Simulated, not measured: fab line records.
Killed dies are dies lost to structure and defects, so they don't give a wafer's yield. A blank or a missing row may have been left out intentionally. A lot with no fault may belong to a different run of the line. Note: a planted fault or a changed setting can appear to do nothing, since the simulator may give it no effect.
Matching of chambers / flow nand harc / NHARC_P_M1_DEP_33 on pecvd-04: 3 sister chambers
The step deposits SiCN, target thk 30 nm. 6 wafers are shown with their chamber, then 9 later ones without.

## WAFERS WITH THEIR CHAMBER
wafer=L355.4; chamber=1; heater power w (W)=630
wafer=L358.4; chamber=2; heater power w (W)=613
wafer=L358.5; chamber=0; heater power w (W)=638
wafer=L357.2; chamber=1; heater power w (W)=658
wafer=L357.4; chamber=2; heater power w (W)=666
wafer=L357.5; chamber=0; heater power w (W)=677

## WAFERS WHOSE CHAMBER IS MISSING
wafer=L363.1; heater power w (W)=530
wafer=L363.3; heater power w (W)=601
wafer=L363.6; heater power w (W)=606
wafer=L365.2; heater power w (W)=626
wafer=L365.4; heater power w (W)=625
wafer=L365.6; heater power w (W)=574
wafer=L369.2; heater power w (W)=623
wafer=L369.4; heater power w (W)=624
wafer=L369.6; heater power w (W)=647

## THE CHAMBER EACH PASSED THROUGH
wafer=L363.1; from the rows above=can't be placed: 2 or 1 or 0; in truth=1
wafer=L363.3; from the rows above=can't be placed: 2 or 1 or 0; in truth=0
wafer=L363.6; from the rows above=can't be placed: 2 or 1 or 0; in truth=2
wafer=L365.2; from the rows above=can't be placed: 2 or 1 or 0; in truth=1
wafer=L365.4; from the rows above=can't be placed: 2 or 1 or 0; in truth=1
wafer=L365.6; from the rows above=can't be placed: 2 or 1 or 0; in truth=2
wafer=L369.2; from the rows above=can't be placed: 2 or 1 or 0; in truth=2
wafer=L369.4; from the rows above=can't be placed: 2 or 1 or 0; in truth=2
wafer=L369.6; from the rows above=can't be placed: 1 or 2 or 0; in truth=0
0 of 9 placed correctly. These rows do not allow placing 9 (true chamber among the candidates in 9). 0 placed wrongly.
How it was worked out, from the rows above alone: a wafer's distance from a chamber is the root of the sum, over the readings, of the square of ((its reading less the chamber's mean) divided by the reading's scatter). The wafer belongs to the nearest chamber; if the next one is less than 2 further off, it can't be placed. Each chamber's mean is taken over the wafers shown for it. How the scatter is found: for the shown wafers, subtract from each reading the mean of its chamber, square and add these, divide the total by (wafers less chambers), then take the root.
